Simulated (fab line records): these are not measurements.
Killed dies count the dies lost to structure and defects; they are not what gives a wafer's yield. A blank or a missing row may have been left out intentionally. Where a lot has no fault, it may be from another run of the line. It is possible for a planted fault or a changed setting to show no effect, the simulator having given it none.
Split-lot study / flow n5Finfet / route with 1938 steps; 7 lots, 39 wafers read

## ABOUT THE SPLIT
At N5_HKMG_FIN_CVD_62 (deposits a-Si from Si2H6, target thk 3 nm, time 20.8 s), the setting timeS was moved away from the recipe's 20.8 s on 12 of the 39 wafers read, by -40.4% to +40.8%. All remaining wafers had this setting at the recipe value.

The reading comes from the split's own step.

## THE READING
a-Si_of_HKMG_FIN_CVD_62.thkNm (the simulator's own value, which no gauge read), in nm, at N5_HKMG_FIN_CVD_62 (deposits a-Si from Si2H6, target thk 3 nm, time 20.8 s). The file gives no usual value for it. Average 3.1 nm, standard deviation 0.11 nm, over the 27 wafers here run with the recipe.

wafer=L081.1; tool, chamber at the split=thermalCvdSi-02, 1,0,1; timeS as run, s=20.8; against the recipe=recipe; a-Si_of_HKMG_FIN_CVD_62.thkNm, nm=3.2; against lot-mates on the recipe=-
wafer=L081.3; tool, chamber at the split=thermalCvdSi-02, 1,0,1; timeS as run, s=20.8; against the recipe=recipe; a-Si_of_HKMG_FIN_CVD_62.thkNm, nm=3.2; against lot-mates on the recipe=-
wafer=L081.6; tool, chamber at the split=thermalCvdSi-02, 1,0,1; timeS as run, s=20.8; against the recipe=recipe; a-Si_of_HKMG_FIN_CVD_62.thkNm, nm=3.2; against lot-mates on the recipe=-
wafer=L081.2; tool, chamber at the split=thermalCvdSi-02, 2,2,0; timeS as run, s=20.8; against the recipe=recipe; a-Si_of_HKMG_FIN_CVD_62.thkNm, nm=3; against lot-mates on the recipe=-
wafer=L081.4; tool, chamber at the split=thermalCvdSi-02, 2,2,0; timeS as run, s=20.8; against the recipe=recipe; a-Si_of_HKMG_FIN_CVD_62.thkNm, nm=3; against lot-mates on the recipe=-
wafer=L081.5; tool, chamber at the split=thermalCvdSi-02, 2,2,0; timeS as run, s=20.8; against the recipe=recipe; a-Si_of_HKMG_FIN_CVD_62.thkNm, nm=3; against lot-mates on the recipe=-
wafer=L082.1; tool, chamber at the split=thermalCvdSi-02, 1,2; timeS as run, s=20.8; against the recipe=recipe; a-Si_of_HKMG_FIN_CVD_62.thkNm, nm=3; against lot-mates on the recipe=-
wafer=L082.2; tool, chamber at the split=thermalCvdSi-02, 1,2; timeS as run, s=20.8; against the recipe=recipe; a-Si_of_HKMG_FIN_CVD_62.thkNm, nm=3; against lot-mates on the recipe=-
wafer=L082.3; tool, chamber at the split=thermalCvdSi-02, 0,2,1; timeS as run, s=24.31; against the recipe=+16.9%; a-Si_of_HKMG_FIN_CVD_62.thkNm, nm=3.6; against lot-mates on the recipe=+0.5
wafer=L082.4; tool, chamber at the split=thermalCvdSi-02, 0,2,1; timeS as run, s=24.31; against the recipe=+16.9%; a-Si_of_HKMG_FIN_CVD_62.thkNm, nm=3.6; against lot-mates on the recipe=+0.5
wafer=L082.6; tool, chamber at the split=thermalCvdSi-02, 0,2,1; timeS as run, s=24.31; against the recipe=+16.9%; a-Si_of_HKMG_FIN_CVD_62.thkNm, nm=3.6; against lot-mates on the recipe=+0.5
wafer=L082.5; tool, chamber at the split=thermalCvdSi-02, 0; timeS as run, s=20.8; against the recipe=recipe; a-Si_of_HKMG_FIN_CVD_62.thkNm, nm=3.2; against lot-mates on the recipe=-
wafer=L093.1; tool, chamber at the split=thermalCvdSi-01, 1,2; timeS as run, s=20.8; against the recipe=recipe; a-Si_of_HKMG_FIN_CVD_62.thkNm, nm=3; against lot-mates on the recipe=-
wafer=L093.3; tool, chamber at the split=thermalCvdSi-01, 1,2; timeS as run, s=20.8; against the recipe=recipe; a-Si_of_HKMG_FIN_CVD_62.thkNm, nm=3; against lot-mates on the recipe=-
wafer=L093.2; tool, chamber at the split=thermalCvdSi-01, 0,0,1; timeS as run, s=20.8; against the recipe=recipe; a-Si_of_HKMG_FIN_CVD_62.thkNm, nm=3.2; against lot-mates on the recipe=-
wafer=L093.4; tool, chamber at the split=thermalCvdSi-01, 0,0,1; timeS as run, s=20.8; against the recipe=recipe; a-Si_of_HKMG_FIN_CVD_62.thkNm, nm=3.2; against lot-mates on the recipe=-
wafer=L093.6; tool, chamber at the split=thermalCvdSi-01, 0,0,1; timeS as run, s=20.8; against the recipe=recipe; a-Si_of_HKMG_FIN_CVD_62.thkNm, nm=3.2; against lot-mates on the recipe=-
wafer=L093.5; tool, chamber at the split=thermalCvdSi-01, 2; timeS as run, s=20.8; against the recipe=recipe; a-Si_of_HKMG_FIN_CVD_62.thkNm, nm=2.8; against lot-mates on the recipe=-
wafer=L094.1; tool, chamber at the split=thermalCvdSi-02, 0; timeS as run, s=29.28; against the recipe=+40.8%; a-Si_of_HKMG_FIN_CVD_62.thkNm, nm=4.2; against lot-mates on the recipe=+1.0
wafer=L094.2; tool, chamber at the split=thermalCvdSi-02, 1,0,1; timeS as run, s=20.8; against the recipe=recipe; a-Si_of_HKMG_FIN_CVD_62.thkNm, nm=3.2; against lot-mates on the recipe=-
wafer=L094.5; tool, chamber at the split=thermalCvdSi-02, 1,0,1; timeS as run, s=20.8; against the recipe=recipe; a-Si_of_HKMG_FIN_CVD_62.thkNm, nm=3.2; against lot-mates on the recipe=-
wafer=L094.6; tool, chamber at the split=thermalCvdSi-02, 1,0,1; timeS as run, s=20.8; against the recipe=recipe; a-Si_of_HKMG_FIN_CVD_62.thkNm, nm=3.2; against lot-mates on the recipe=-
wafer=L094.3; tool, chamber at the split=thermalCvdSi-02, 2; timeS as run, s=29.28; against the recipe=+40.8%; a-Si_of_HKMG_FIN_CVD_62.thkNm, nm=4.4; against lot-mates on the recipe=+1.2
wafer=L094.4; tool, chamber at the split=thermalCvdSi-02, 2; timeS as run, s=29.28; against the recipe=+40.8%; a-Si_of_HKMG_FIN_CVD_62.thkNm, nm=4.4; against lot-mates on the recipe=+1.2
wafer=L095.1; tool, chamber at the split=thermalCvdSi-01, 1; timeS as run, s=20.8; against the recipe=recipe; a-Si_of_HKMG_FIN_CVD_62.thkNm, nm=3; against lot-mates on the recipe=-
wafer=L095.5; tool, chamber at the split=thermalCvdSi-01, 1; timeS as run, s=20.8; against the recipe=recipe; a-Si_of_HKMG_FIN_CVD_62.thkNm, nm=3; against lot-mates on the recipe=-
wafer=L095.2; tool, chamber at the split=thermalCvdSi-01, 0,2,2; timeS as run, s=12.4; against the recipe=-40.4%; a-Si_of_HKMG_FIN_CVD_62.thkNm, nm=1.8; against lot-mates on the recipe=-1.3
wafer=L095.3; tool, chamber at the split=thermalCvdSi-01, 0,2,2; timeS as run, s=12.4; against the recipe=-40.4%; a-Si_of_HKMG_FIN_CVD_62.thkNm, nm=1.8; against lot-mates on the recipe=-1.3
wafer=L095.4; tool, chamber at the split=thermalCvdSi-01, 0,2,2; timeS as run, s=12.4; against the recipe=-40.4%; a-Si_of_HKMG_FIN_CVD_62.thkNm, nm=1.8; against lot-mates on the recipe=-1.3
wafer=L095.6; tool, chamber at the split=thermalCvdSi-01, 0; timeS as run, s=20.8; against the recipe=recipe; a-Si_of_HKMG_FIN_CVD_62.thkNm, nm=3.2; against lot-mates on the recipe=-
wafer=L096.1; tool, chamber at the split=thermalCvdSi-02, 0,2,1; timeS as run, s=20.8; against the recipe=recipe; a-Si_of_HKMG_FIN_CVD_62.thkNm, nm=3; against lot-mates on the recipe=-
wafer=L096.3; tool, chamber at the split=thermalCvdSi-02, 0,2,1; timeS as run, s=20.8; against the recipe=recipe; a-Si_of_HKMG_FIN_CVD_62.thkNm, nm=3; against lot-mates on the recipe=-
wafer=L096.5; tool, chamber at the split=thermalCvdSi-02, 0,2,1; timeS as run, s=20.8; against the recipe=recipe; a-Si_of_HKMG_FIN_CVD_62.thkNm, nm=3; against lot-mates on the recipe=-
wafer=L097.1; tool, chamber at the split=thermalCvdSi-01, 0; timeS as run, s=13.1; against the recipe=-37.0%; a-Si_of_HKMG_FIN_CVD_62.thkNm, nm=2; against lot-mates on the recipe=-1.1
wafer=L097.2; tool, chamber at the split=thermalCvdSi-01, 1; timeS as run, s=20.8; against the recipe=recipe; a-Si_of_HKMG_FIN_CVD_62.thkNm, nm=3; against lot-mates on the recipe=-
wafer=L097.5; tool, chamber at the split=thermalCvdSi-01, 1; timeS as run, s=20.8; against the recipe=recipe; a-Si_of_HKMG_FIN_CVD_62.thkNm, nm=3; against lot-mates on the recipe=-
wafer=L097.3; tool, chamber at the split=thermalCvdSi-01, 2; timeS as run, s=13.1; against the recipe=-37.0%; a-Si_of_HKMG_FIN_CVD_62.thkNm, nm=1.8; against lot-mates on the recipe=-1.3
wafer=L097.4; tool, chamber at the split=thermalCvdSi-01, 2; timeS as run, s=13.1; against the recipe=-37.0%; a-Si_of_HKMG_FIN_CVD_62.thkNm, nm=1.8; against lot-mates on the recipe=-1.3
wafer=L097.6; tool, chamber at the split=thermalCvdSi-01, 0; timeS as run, s=20.8; against the recipe=recipe; a-Si_of_HKMG_FIN_CVD_62.thkNm, nm=3.2; against lot-mates on the recipe=-
If several chambers appear in one row, that row covers several wafers at once and the file leaves open which wafer was in which chamber.

FIT RESULTS
A straight line over all 39 wafers: a-Si_of_HKMG_FIN_CVD_62.thkNm changes by +0.0316 nm for each +1% of timeS; r = +0.99; the points scatter about the line by 0.1 nm.
The same after taking each lot's own level away (the mean of its wafers on the recipe; 39 wafers): +0.0304 nm for each +1%; r = +0.99; scatter 0.1 nm.
On that fit, the largest move of timeS shifts the reading by 1.2 nm.
The span of the lots' own levels, 3.00 to 3.20 nm, comes to 1.8 times the standard deviation stated above.
Hence the lot-to-lot level has little effect on the slope; both slopes agree.
Check: with one of the wafers moved furthest among these (+40.8%) left out of the fit, the line predicts +1.26 nm for it against its lot-mates. It came out at +1 nm against them.

## FURTHER SPLITS ON THESE WAFERS
Before the reading, these wafers also passed through other splits. Each is held against what the fit with the lots' levels taken away leaves over:
other split on the same wafers=N5_FIN_SAQP_PECVD_06 timeS; wafers away from the commonest value=15; r with a-Si_of_HKMG_FIN_CVD_62.thkNm (lot level and that fit taken away)=-0.06
other split on the same wafers=N5_SD_EPI_N_DESCUM_14 timeS; wafers away from the commonest value=12; r with a-Si_of_HKMG_FIN_CVD_62.thkNm (lot level and that fit taken away)=+0.03

## FILE'S OWN FIT
a-Si_of_HKMG_FIN_CVD_62.thkNm changes by +0.0305 nm for each +1% of timeS, r = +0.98.
